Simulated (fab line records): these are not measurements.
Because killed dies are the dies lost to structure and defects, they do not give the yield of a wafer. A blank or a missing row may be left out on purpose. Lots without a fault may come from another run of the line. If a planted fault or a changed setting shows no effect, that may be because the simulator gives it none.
fab line records | flow n5_finfet
[record] lots = 7 wafers = 21
route steps=1938 shown BEOL_M11@1560 BEOL_M13@1673 BEOL_M14@1751 BEOL_M15@1801
start_h: hours from the record's opening day to when the first of the lot's shown wafers began | wait_h: how many hours have passed since the lot's step before this one | " the same as in the row above | L1.1+2: one row covering several wafers at once | - no value, or no start given | * or withheld: withheld | < > ~ a bound
route shown NAME@n: a module of which the file shows steps, and the number in the route of the first | usual: mean and standard deviation over wafers with no fault | same: alike in all rows | chamber/n: place in a boat | sites: the reading at each site | _std_site: the standard deviation of these | _edge_site: the outer-site mean with the inner-site mean subtracted | radius_mm: for every site, how far away it sits from the centre of the wafer | mask NAME#n: copy n | behind: the most recent tool/chamber to have shaped the wafer | hold: cause of the lot's hold/its duration in hours/its outcome | device: names the non-switching transistor (n, p or np) | end of line: tests run on the same wafers once the route is complete | where a step has no rows: the recipe by itself | killed: count of dies lost to structure and defects at first sort (not the wafer's yield) | map: shows each die of a wafer: x if killed, . if not, _ if none is there
set.NAME: the setting as run; set.NAME@STEP: as run at that earlier step | model.NAME: the simulator's own value behind a step, which no gauge read
one table per step and one row per wafer, for lots whose settings were changed on purpose
[[steps]]
[step N5_BEOL_M11_COAT_63]
[recipe] resist = SOC temp_c = 250 time_s = 60 spin_rpm = 1500 resist_thk_nm = 100
// columns lot.wafer tool chamber start_h wait_h set.spin_rpm model.SOC_of_BEOL_M11_COAT_63.thk_nm
L077.1 litho_track-03 0 239.73 0.1 1500 100.2
L077.2 " 0 " " 1445 102
L077.3 " 0 " " 1445 101.4
L078.3+5 litho_track-04 0 241.93 0.0 1580 97.6
L078.4 " 0 " " 1500 100
L079.2 litho_track-05 0 243.58 0.0 1396 103.4
L079.4 " 0 " " 1500 100
L079.5 " 0 " " 1500 99.8
L080.3+4 litho_track-03 0 257.36 0.3 1500 99.8
L080.5 " 0 " " 1500 99.4
L091.4 litho_track-05 0 338.76 0.5 1545 98.6
L091.5 " 0 " " 1500 100
L091.6 " 0 " " 1545 98.4
L094.2+4 litho_track-03 0 360.45 0.9 1500 99.4
L094.3 " 0 " " 1500 99.6
L095.2 litho_track-03 0 370.47 0.9 1425 102
L095.3 " 0 " " 1500 99.6
L095.5 " 0 " " 1500 100
[step N5_BEOL_M11_COAT_64]
[recipe] resist = SiARC temp_c = 220 time_s = 60 spin_rpm = 1500 resist_thk_nm = 30
[step N5_BEOL_M11_COAT_22]
[recipe] resist = CAR-ArF spin_rpm = 1500 resist_thk_nm = 90
[step N5_BEOL_M11_DESCUM_33]
[recipe] chemistry = O2 time_s = 7.9 source_power_w = 50 bias_power_w = 20 pressure_mtorr = 20 rf_frequency_hz = 2.712e+07 temp_c = 40 resist = CAR-ArF o2_flow_sccm = 225
[step N5_BEOL_M11_ETCH_65]
[recipe] chemistry = CF4 target = SiARC target_depth_a = 390 mask_material = CAR-ArF time_s = 65 ion_energy_ev = 80 pressure_mtorr = 40 source_w = 545 bias_w = 36 Ar_flow_sccm = 100 cf4_flow_sccm = 100 ends = cleared
[step N5_BEOL_M11_ETCH_66]
[recipe] chemistry = N2/H2 target = SOC target_depth_a = 1200 overetch_a = 240 mask_material = SiARC temp_c = 40 time_s = 180 ion_energy_ev = 200 pressure_mtorr = 30 source_w = 840 bias_w = 150 n2_flow_sccm = 200 h2_flow_sccm = 200
// columns lot.wafer tool chamber start_h wait_h set.spin_rpm@BEOL_M11_COAT_63 model.etch.depth_nm
L077.1 rie_diel-03 1 240.34 0.0 1500 100.1
L077.2 " 0 " " 1445 102.1
L077.3 " 3 " " 1445 101.5
L078.3 rie_diel-01 1 242.48 0.0 1580 97.54
L078.4 " 3 " " 1500 100.1
L078.5 " 1 " " 1580 97.66
L079.2 rie_diel-02 3 244.40 0.0 1396 103.4
L079.4 " 0 " " 1500 99.96
L079.5 " 0 " " 1500 99.75
L080.3 rie_diel-02 2 257.79 0.0 1500 99.8
L080.4 " 1 " " 1500 99.72
L080.5 " 2 " " 1500 99.5
L091.4 rie_diel-03 2 339.25 0.0 1545 98.57
L091.5 " 1 " " 1500 100
L091.6 " 2 " " 1545 98.41
L094.2 rie_diel-03 0 360.87 0.0 1500 99.41
L094.3 " 2 " " 1500 99.59
L094.4 " 1 " " 1500 99.42
L095.2 rie_diel-01 1 371.02 0.0 1425 101.9
L095.3 " 0 " " 1500 99.54
L095.5 " 2 " " 1500 99.92
[step N5_BEOL_M11_TRENCH_ETCH_37]
[recipe] chemistry = C4F6/O2 target_depth_a = 1488.3 target = SiCOH_lowk time_s = 48 ion_energy_ev = 250 pressure_mtorr = 30 source_w = 345 bias_w = 185 Ar_flow_sccm = 300 C4F6_flow_sccm = 10 O2_flow_sccm = 10
// columns lot.wafer tool chamber start_h wait_h set.time_s model.etch.depth_nm model.BEOL_M11.feature_depth_nm
L077.1 rie_diel-03 1 - - 48 150.8 150.8
L077.2 " 0 " " 44.57 137 137
L077.3 " 3 " " 48 150.4 150.4
L078.3 rie_diel-01 1 - - 48 148.8 148.8
L078.4 " 3 " " 48 151.7 151.6
L078.5 " 1 " " 48 147.7 147.6
L079.2 rie_diel-02 3 - - 44.6 136.3 136.2
L079.4 " 0 " " 44.6 132.7 132.6
L079.5 " 0 " " 48 145.6 145.6
L080.3 rie_diel-02 2 - - 40.26 122 122
L080.4 " 1 " " 40.26 123.3 123.4
L080.5 " 2 " " 48 146.8 146.8
L091.4 rie_diel-03 2 - - 48 151.5 151.6
L091.5 " 1 " " 52.37 163.8 163.8
L091.6 " 2 " " 52.37 165 165
L094.2+3 rie_diel-03 0,2 - - 48 152.5 152.4
L094.4 " 1 " " 48 150.5 150.6
L095.2 rie_diel-01 1 - - 48 151.4 151.4
L095.3 " 0 " " 48 148.6 148.6
L095.5 " 2 " " 37.42 118.7 118.8
[step N5_BEOL_M11_ETCH_41]
[recipe] chemistry = CH3F/O2 target = SiCN target_depth_a = 426 taper_deg = 2 time_s = 86 ion_energy_ev = 120 mask_material = TiN pressure_mtorr = 30 source_w = 395 bias_w = 75 Ar_flow_sccm = 150 CH3F_flow_sccm = 30 O2_flow_sccm = 20
[step N5_BEOL_M11_STRIP_77]
[recipe] chemistry = N2/H2 time_s = 10 power_w = 450 temp_c = 40 pressure_mtorr = 20 rf_frequency_hz = 6e+07 bias_power_w = 7 n2_flow_sccm = 200 h2_flow_sccm = 200
[step N5_BEOL_M11_OCD_MEAS_38]
[usual] trench_depth_nm = 149.1/3
// columns lot.wafer tool chamber start_h wait_h set.time_s@BEOL_M11_TRENCH_ETCH_37 trench_depth_nm
L077.1 ocd-01 - 240.75 - 48 149.7
L077.2 " - " " 44.57 136.9
L077.3 " - " " 48 149.4
L078.3 ocd-02 - 242.89 - 48 149.0
L078.4 " - " " 48 152.1
L078.5 " - " " 48 147.8
L079.2 ocd-01 - 244.81 - 44.6 136.1
L079.4 " - " " 44.6 132.7
L079.5 " - " " 48 146.0
L080.3 ocd-01 - 258.20 - 40.26 114.9
L080.4 " - " " 40.26 123.8
L080.5 " - " " 48 146.6
L091.4 ocd-01 - 339.66 - 48 151.5
L091.5 " - " " 52.37 164.2
L091.6 " - " " 52.37 165.2
L094.2 ocd-01 - 361.28 - 48 153.0
L094.3 " - " " 48 152.5
L094.4 " - " " 48 150.6
L095.2 ocd-01 - 371.43 - 48 151.8
L095.3 " - " " 48 148.7
L095.5 " - " " 37.42 118.8
[step N5_BEOL_M11_ALD_74]
[recipe] material = TaN target_thk_a = 20 temp_c = 275 ald_precursor_family = PDMAT ald_co_reactant = NH3 pressure_torr = 3 carrier_flow_sccm = 1500 pulse_time_s = 2 purge_time_s = 3 co_reactant_purge_time_s = 2 co_reactant_pulse_time_s = 3 ald_cycles = 40 precursor_vessel_temp_c = 75 precursor_vessel_pressure_torr = 26.25 precursor_vessel_carrier_sccm = 1000
// columns lot.wafer tool chamber start_h wait_h set.ald_cycles
L077.1+2 ald_metal-02 0,3 241.55 0.0 40
L077.3 " 2 " " 45
L078.3 ald_metal-04 0 243.85 0.2 40
L078.4+5 " 1 " " 37
L079.2+5 ald_metal-02 2 246.51 0.1 40
L079.4 " 1 " " 34
L080.3+4+5 ald_metal-01 0,2,0 259.19 0.1 40
L091.4+5+6 ald_metal-02 0,1,2 341.70 0.2 40
L094.2+3+4 ald_metal-01 2,0,1 361.93 0.0 40
L095.2+3+5 ald_metal-01 0,3,2 372.15 0.1 40
[step N5_BEOL_M11_SURFACE_TREAT_76]
[recipe] gas = Ar time_s = * ion_energy_ev = * ion_current_ma_cm2 = 0.5 pressure_mtorr = * ar_flow_sccm = 30
[step N5_BEOL_M11_CVD_75]
[recipe] material = Co target_thk_a = 20 temp_c = withheld precursor = CCTBA/H2 pressure_torr = 30 time_s = 138.9
[step N5_BEOL_M11_ECD_50]
[recipe] material = Cu target_thk_a = 3180
[step N5_BEOL_M11_ANNEAL_51]
[recipe] temp_c = 225 time_s = 90 ambient = N2
[step N5_BEOL_M11_CMP_52]
[recipe] stop_on = SiCOH_lowk t_overpolish_s = 7 down_force_psi = 1 platen_rpm = 50 clearing_platen_down_force_psi = 1.5 clearing_platen_rpm = 50 post_cmp_clean = cu_alkaline target_thk_nm = 140 clearing_platen_pad_velocity_m_s = 0.99484 pad_velocity_m_s = 0.99484
// columns lot.wafer tool chamber start_h wait_h set.time_s@BEOL_M11_TRENCH_ETCH_37 model.Cu_of_BEOL_M11_ECD_50.thk_nm
L077.2 cmp-04 1 242.81 0.3 44.57 130.8
L077.3 " 2 " " 48 143.4
L077.1 " 3 " " 48 145.4
L078.4 cmp-02 0 245.17 0.2 48 142.8
L078.3 " 2 " " 48 141
L078.5 " 3 " " 48 139.4
L079.2 cmp-02 2 247.72 0.2 44.6 128.4
L079.4 " 3 " " 44.6 123
L079.5 " 3 " " 48 137.4
L080.4 cmp-01 3 261.81 0.1 40.26 115
L080.3 " 0 " " 40.26 114.8
L080.5 " 0 " " 48 138.8
L091.4 cmp-04 0 342.83 0.2 48 142.6
L091.6 " 2 " " 52.37 156
L091.5 " 3 " " 52.37 155.4
L094.4 cmp-01 3 363.22 0.2 48 140.8
L094.3 " 0 " " 48 145.6
L094.2 " 2 " " 48 143
L095.2 cmp-01 3 373.28 0.3 48 142.8
L095.3 " 0 " " 48 141.2
L095.5 " 2 " " 37.42 109.8
[step N5_BEOL_M11_THK_MEAS_53]
[recipe] thk_meas_gauge = xrf reads = Cu_of_BEOL_M11_ECD_50
[usual] M11_THK = 143/3.1
// columns lot.wafer tool chamber start_h wait_h set.time_s@BEOL_M11_TRENCH_ETCH_37 M11_THK[nm]
L077.1 film_metro-02 - 243.07 - 48 148
L077.2 " - " " 44.57 133
L077.3 " - " " 48 146
L078.3 film_metro-02 - 245.43 - 48 143
L078.4 " - " " 48 145
L078.5 " - " " 48 143
L079.2 film_metro-01 - 248.01 - 44.6 130
L079.4 " - " " 44.6 124
L079.5 " - " " 48 139
L080.3 film_metro-01 - 262.10 - 40.26 117
L080.4 " - " " 40.26 117
L080.5 " - " " 48 141
L091.4 film_metro-01 - 343.05 - 48 144
L091.5 " - " " 52.37 157
L091.6 " - " " 52.37 157
L094.2 film_metro-02 - 363.51 - 48 142
L094.3 " - " " 48 146
L094.4 " - " " 48 141
L095.2 film_metro-01 - 373.50 - 48 144
L095.3 " - " " 48 142
L095.5 " - " " 37.42 110
[step N5_BEOL_M11_PRE_CLEAN_55]
[recipe] gas = NH3 time_s = 15 temp_c = withheld rf_power_w = 300
[step N5_BEOL_M11_DEP_56]
[recipe] material = SiCN target_thk_a = 300 temp_c = withheld precursor = 3MS/NH3 pressure_torr = 3 rf_w = 675 time_s = 10.5
[step N5_BEOL_M11_RS_MEAS_57]
[recipe] thk_meas_gauge = four-point-probe reads = Cu_of_BEOL_M11_ECD_50+Co_of_BEOL_M11_CVD_75+TaN_of_BEOL_M11_ALD_74
[usual] M11_RS = 0.150/0.0037
// columns lot.wafer tool chamber start_h wait_h set.time_s@BEOL_M11_TRENCH_ETCH_37 M11_RS[ohm/sq]
L077.1 film_metro-02 - 243.22 0.1 48 0.145
L077.2 " - " " 44.57 0.163
L077.3 " - " " 48 0.147
L078.3 film_metro-02 - 245.55 0.0 48 0.150
L078.4 " - " " 48 0.147
L078.5 " - " " 48 0.151
L079.2 film_metro-02 - 248.14 0.0 44.6 0.166
L079.4 " - " " 44.6 0.174
L079.5 " - " " 48 0.154
L080.3 film_metro-02 - 262.23 0.0 40.26 0.189
L080.4 " - " " 40.26 0.188
L080.5 " - " " 48 0.153
L091.4 film_metro-02 - 343.18 0.0 48 0.148
L091.5 " - " " 52.37 0.135
L091.6 " - " " 52.37 0.134
L094.2 film_metro-01 - 363.64 0.0 48 0.148
L094.3 " - " " 48 0.144
L094.4 " - " " 48 0.150
L095.2 film_metro-02 - 373.62 0.0 48 0.148
L095.3 " - " " 48 0.150
L095.5 " - " " 37.42 0.198
[step N5_BEOL_M13_ETCH_59]
[recipe] chemistry = N2/H2 target = BARC target_depth_a = 890 overetch_a = 267 time_s = 67.9 ion_energy_ev = 200 pressure_mtorr = 30 source_w = 840 bias_w = 150 n2_flow_sccm = 200 h2_flow_sccm = 200
// columns lot.wafer tool chamber start_h wait_h set.time_s model.coat_of_BEOL_M13_COAT_04.thk_nm
L077.1 rie_diel-01 1 254.91 0.0 67.9 317.4
L077.2 " 3 " " 67.9 316.2
L077.3 " 0 " " 67.9 316.6
L078.3 rie_diel-03 0 255.08 0.0 67.9 318
L078.4 " 1 " " 67.9 317.2
L078.5 " 0 " " 74.75 310.8
L079.2 rie_diel-03 1 258.68 0.0 67.9 318.2
L079.4 " 0 " " 71.89 313.6
L079.5 " 1 " " 71.89 313.4
L080.3 rie_diel-03 3 268.56 0.0 67.9 317.8
L080.4 " 2 " " 71.88 313.6
L080.5 " 1 " " 67.9 316.8
L091.4 rie_diel-02 2 351.15 0.0 67.9 317.4
L091.5 " 3 " " 76.38 310.2
L091.6 " 0 " " 76.38 315.4
L094.2 rie_diel-02 3 370.35 0.0 67.9 320
L094.3 " 2 " " 67.9 318.2
L094.4 " 0 " " 67.9 322.6
L095.2 rie_diel-03 0 379.28 0.0 53.47 328.6
L095.3 " 1 " " 53.47 329.4
L095.5 " 1 " " 67.9 317.2
[step N5_BEOL_M13_COAT_65]
[recipe] resist = SOC temp_c = 250 time_s = 60 spin_rpm = 1500 resist_thk_nm = 350
// columns lot.wafer tool chamber start_h wait_h set.spin_rpm model.SOC_of_BEOL_M13_COAT_65.thk_nm
L077.1 litho_track-05 0 255.44 0.0 1586 341
L077.2 " 0 " " 1500 350.4
L077.3 " 0 " " 1500 351.6
L078.3 litho_track-05 0 255.61 0.0 1564 342
L078.4 " 0 " " 1564 343.4
L078.5 " 0 " " 1564 342.2
L079.2+4 litho_track-03 0 259.22 0.0 1651 334.4
L079.5 " 0 " " 1500 350
L080.3 litho_track-03 0 269.13 0.0 1500 350.6
L080.4 " 0 " " 1500 349
L080.5 " 0 " " 1574 342.4
L091.4 litho_track-02 0 351.69 0.0 1500 350
L091.5+6 " 0 " " 1500 349.6
L094.2 litho_track-05 0 370.88 0.0 1500 350.6
L094.3 " 0 " " 1500 350.8
L094.4 " 0 " " 1500 351.2
L095.2+5 litho_track-05 0 379.81 0.0 1576 343.6
L095.3 " 0 " " 1500 351.6
[step N5_BEOL_M14_ETCH_68]
[recipe] chemistry = N2/H2 target = SOC mask_material = SiARC source_w = 3000 bias_w = 350 temp_c = 40 time_s = 450 ion_energy_ev = 200 pressure_mtorr = 30 n2_flow_sccm = 200 h2_flow_sccm = 200
// columns lot.wafer tool chamber start_h wait_h set.time_s model.SiARC_of_BEOL_M14_COAT_66.thk_nm
L077.1 rie_diel-05 3 260.28 0.1 450 65
L077.2 " 0 " " 450 64.4
L077.3 " 1 " " 372.4 72.6
L078.3+5 rie_diel-04 2,1 260.96 0.1 450 66.2
L078.4 " 0 " " 450 65.8
L079.2 rie_diel-04 2 265.06 0.1 450 66.4
L079.4 " 1 " " 450 67.4
L079.5 " 1 " " 450 67.6
L080.3 rie_diel-04 1 274.68 0.1 450 66.8
L080.4 " 0 " " 544.4 57
L080.5 " 3 " " 544.4 55
L091.4 rie_diel-04 1 358.00 0.1 401.4 71.6
L091.5 " 2 " " 450 66
L091.6 " 0 " " 401.4 70
L094.2 rie_diel-06 2 381.17 0.1 450 65.2
L094.3 " 0 " " 450 66
L094.4 " 1 " " 450 64.4
L095.2 rie_diel-06 3 387.13 0.1 450 64.6
L095.3 " 0 " " 549.9 56.2
L095.5 " 3 " " 549.9 54.6
[step N5_BEOL_M15_PEB_26]
[recipe] peb_temp_c = 130 peb_time_s = 90
// columns lot.wafer tool chamber start_h wait_h set.peb_temp_c
L077.1+2 litho_track-01 0 266.61 0.1 130
L077.3 " 0 " " 127.3
L078.3+5 litho_track-02 0 267.00 0.0 128.2
L078.4 " 0 " " 130
L079.2+4 litho_track-01 0 269.41 0.0 130
L079.5 " 0 " " 132.8
L080.3 litho_track-01 0 281.60 0.0 127.2
L080.4+5 " 0 " " 130
L091.4+5+6 litho_track-02 0 363.64 0.0 133.1
L094.2+3+4 litho_track-01 0 387.63 0.0 130
L095.2+3 litho_track-02 0 393.10 0.0 130
L095.5 " 0 " " 127.5
[step N5_BEOL_M15_DEVELOP_27]
[recipe] develop_time_s = 45 rinse_liquid = diw dry = air_spin dev_temp_c = 21
[step N5_BEOL_M15_HARDBAKE_32]
[recipe] temp_c = 130 time_s = 120
[step N5_BEOL_M15_CD_MEAS_28]
[recipe] target_cd_nm = 407.6 landing_energy_ev = 500 detector = se_inlens
[usual] cd_nm = 406.8/2.5
// columns lot.wafer tool chamber start_h wait_h set.peb_temp_c@BEOL_M15_PEB_26 cd_nm
L077.1 cd_sem-02 0 266.73 - 130 405.4
L077.2 " 0 " " 130 408.9
L077.3 " 0 " " 127.3 392.5
L078.3 cd_sem-02 0 267.12 - 128.2 402.7
L078.4 " 0 " " 130 412.1
L078.5 " 0 " " 128.2 403.2
L079.2 cd_sem-01 0 269.53 - 130 404.0
L079.4 " 0 " " 130 406.7
L079.5 " 0 " " 132.8 412.5
L080.3 cd_sem-02 0 281.72 - 127.2 392.4
L080.4 " 0 " " 130 405.1
L080.5 " 0 " " 130 401.5
L091.4 cd_sem-01 0 363.76 - 133.1 419.4
L091.5 " 0 " " 133.1 419.6
L091.6 " 0 " " 133.1 420.3
L094.2 cd_sem-01 0 387.74 - 130 403.9
L094.3 " 0 " " 130 407.4
L094.4 " 0 " " 130 406.2
L095.2 cd_sem-02 0 393.21 - 130 409.7
L095.3 " 0 " " 130 409.7
L095.5 " 0 " " 127.5 395.2
[step N5_BEOL_M15_DESCUM_33]
[recipe] chemistry = O2 time_s = 7.9 source_power_w = 50 bias_power_w = 20 pressure_mtorr = 20 rf_frequency_hz = 2.712e+07 temp_c = 40 o2_flow_sccm = 225
// columns lot.wafer tool chamber start_h wait_h set.time_s set.peb_temp_c@BEOL_M15_PEB_26 model.BEOL_M15.cd_nm
L077.1 rie_diel-02 0 267.07 0.3 8.673 130 405.4
L077.2 " 2 " " 7.9 130 408.8
L077.3 " 1 " " 7.9 127.3 392.6
L078.3 rie_diel-03 1 267.39 0.2 6.543 128.2 402.8
L078.4 " 3 " " 6.543 130 412.4
L078.5 " 2 " " 7.9 128.2 403.2
L079.2 rie_diel-02 2 269.62 0.0 9.124 130 404.2
L079.4 " 1 " " 9.124 130 406.8
L079.5 " 0 " " 7.9 132.8 412.4
L080.3 rie_diel-02 1 282.11 0.3 6.885 127.2 392
L080.4 " 0 " " 6.885 130 405
L080.5 " 2 " " 7.9 130 401.8
L091.4 rie_diel-03 1 363.86 0.0 7.9 133.1 419.2
L091.5 " 0 " " 7.9 133.1 420.2
L091.6 " 2 " " 7.144 133.1 419.8
L094.2 rie_diel-02 0 387.85 0.1 7.9 130 403.8
L094.3 " 3 " " 7.9 130 407.6
L094.4 " 3 " " 7.9 130 406.4
L095.2 rie_diel-01 0 393.39 0.1 7.9 130 409.8
L095.3 " 3 " " 7.9 130 410
L095.5 " 2 " " 7.9 127.5 395
[step N5_BEOL_M15_ETCH_61]
[recipe] chemistry = N2/H2 target = BARC target_depth_a = 890 overetch_a = 267 time_s = 67.9 ion_energy_ev = 200 pressure_mtorr = 30 source_w = 840 bias_w = 150 n2_flow_sccm = 200 h2_flow_sccm = 200
// columns lot.wafer tool chamber start_h wait_h set.peb_temp_c@BEOL_M15_PEB_26 model.BEOL_M15.cd_nm
L077.1 rie_diel-02 0 267.11 0.0 130 396.8
L077.2 " 2 " " 130 401.2
L077.3 " 1 " " 127.3 382.6
L078.3 rie_diel-03 1 267.42 0.0 128.2 394.8
L078.4 " 3 " " 130 404.4
L078.5 " 2 " " 128.2 397.4
L079.2 rie_diel-02 2 269.65 0.0 130 396.6
L079.4 " 1 " " 130 396.8
L079.5 " 0 " " 132.8 404.4
L080.3 rie_diel-02 1 282.15 0.0 127.2 381.4
L080.4 " 0 " " 130 396.8
L080.5 " 2 " " 130 394.6
L091.4 rie_diel-03 1 363.90 0.0 133.1 410.6
L091.5 " 0 " " 133.1 411.6
L091.6 " 2 " " 133.1 413.4
L094.2 rie_diel-02 0 387.89 0.0 130 395.2
L094.3 " 3 " " 130 399.6
L094.4 " 3 " " 130 399.2
L095.2 rie_diel-01 0 393.43 0.0 130 401.6
L095.3 " 3 " " 130 402.2
L095.5 " 2 " " 127.5 387
[step N5_BEOL_M15_TRENCH_ETCH_34]
[recipe] chemistry = C4F8/O2/Ar target = SiO2 target_depth_a = 8729.3 he_inner_torr = 15 he_outer_torr = 30 time_s = 199 ion_energy_ev = 800 pressure_mtorr = 20 source_w = 1905 bias_w = 2040 Ar_flow_sccm = 400 C4F8_flow_sccm = 16 O2_flow_sccm = 12
// columns lot.wafer tool chamber start_h wait_h set.peb_temp_c@BEOL_M15_PEB_26 model.BEOL_M15.cd_nm
L077.1 rie_diel-02 0 267.16 0.0 130 397.8
L077.2 " 2 " " 130 400.8
L077.3 " 1 " " 127.3 382.2
L078.3 rie_diel-03 1 267.47 0.0 128.2 394.8
L078.4 " 3 " " 130 403.8
L078.5 " 2 " " 128.2 397.2
L079.2 rie_diel-02 2 269.70 0.0 130 396
L079.4 " 1 " " 130 396.4
L079.5 " 0 " " 132.8 405.4
L080.3 rie_diel-02 1 282.20 0.0 127.2 381.6
L080.4 " 0 " " 130 397.6
L080.5 " 2 " " 130 394.4
L091.4 rie_diel-03 1 364.01 0.1 133.1 410.8
L091.5 " 0 " " 133.1 411.6
L091.6 " 2 " " 133.1 413.2
L094.2 rie_diel-02 0 387.94 0.0 130 396.2
L094.3+4 " 3 " " 130 399.4
L095.2 rie_diel-01 0 393.48 0.0 130 400.4
L095.3 " 3 " " 130 402.4
L095.5 " 2 " " 127.5 386.6
[[key]]
[split] step = N5_BEOL_M11_COAT_63 setting = spin_rpm stated = 1500 by = wafer
[response] step = N5_BEOL_M11_COAT_63 reading = model.SOC_of_BEOL_M11_COAT_63.thk_nm change = -0.468 per = 1% r = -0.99
[response] step = N5_BEOL_M11_ETCH_66 reading = model.etch.depth_nm change = -0.479 per = 1% r = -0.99
[split] step = N5_BEOL_M11_TRENCH_ETCH_37 setting = time_s stated = 48 by = wafer
[response] step = N5_BEOL_M11_TRENCH_ETCH_37 reading = model.etch.depth_nm change = +1.47 per = 1% r = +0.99
[response] step = N5_BEOL_M11_TRENCH_ETCH_37 reading = model.BEOL_M11.feature_depth_nm change = +1.47 per = 1% r = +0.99
[response] step = N5_BEOL_M11_OCD_MEAS_38 reading = trench_depth_nm change = +1.53 per = 1% r = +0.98
[response] step = N5_BEOL_M11_CMP_52 reading = model.Cu_of_BEOL_M11_ECD_50.thk_nm change = +1.5 per = 1% r = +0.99
[response] step = N5_BEOL_M11_THK_MEAS_53 reading = M11_THK change = +1.52 per = 1% r = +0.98
[response] step = N5_BEOL_M11_RS_MEAS_57 reading = M11_RS change = -0.00218 per = 1% r = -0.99
[split] step = N5_BEOL_M11_ALD_74 setting = ald_cycles stated = 40 by = wafer
response none clear
[split] step = N5_BEOL_M13_ETCH_59 setting = time_s stated = 67.9 by = wafer
[response] step = N5_BEOL_M13_ETCH_59 reading = model.coat_of_BEOL_M13_COAT_04.thk_nm change = -0.548 per = 1% r = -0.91
[split] step = N5_BEOL_M13_COAT_65 setting = spin_rpm stated = 1500 by = wafer
[response] step = N5_BEOL_M13_COAT_65 reading = model.SOC_of_BEOL_M13_COAT_65.thk_nm change = -1.58 per = 1% r = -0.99
[split] step = N5_BEOL_M14_ETCH_68 setting = time_s stated = 450 by = wafer
[response] step = N5_BEOL_M14_ETCH_68 reading = model.SiARC_of_BEOL_M14_COAT_66.thk_nm change = -0.459 per = 1% r = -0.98
[split] step = N5_BEOL_M15_PEB_26 setting = peb_temp_c stated = 130 by = wafer
[response] step = N5_BEOL_M15_CD_MEAS_28 reading = cd_nm change = +5.73 per = 1% r = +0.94
[response] step = N5_BEOL_M15_DESCUM_33 reading = model.BEOL_M15.cd_nm change = +5.79 per = 1% r = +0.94
[response] step = N5_BEOL_M15_ETCH_61 reading = model.BEOL_M15.cd_nm change = +6.33 per = 1% r = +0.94
[response] step = N5_BEOL_M15_TRENCH_ETCH_34 reading = model.BEOL_M15.cd_nm change = +6.54 per = 1% r = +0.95
[split] step = N5_BEOL_M15_DESCUM_33 setting = time_s stated = 7.9 by = wafer
response none clear
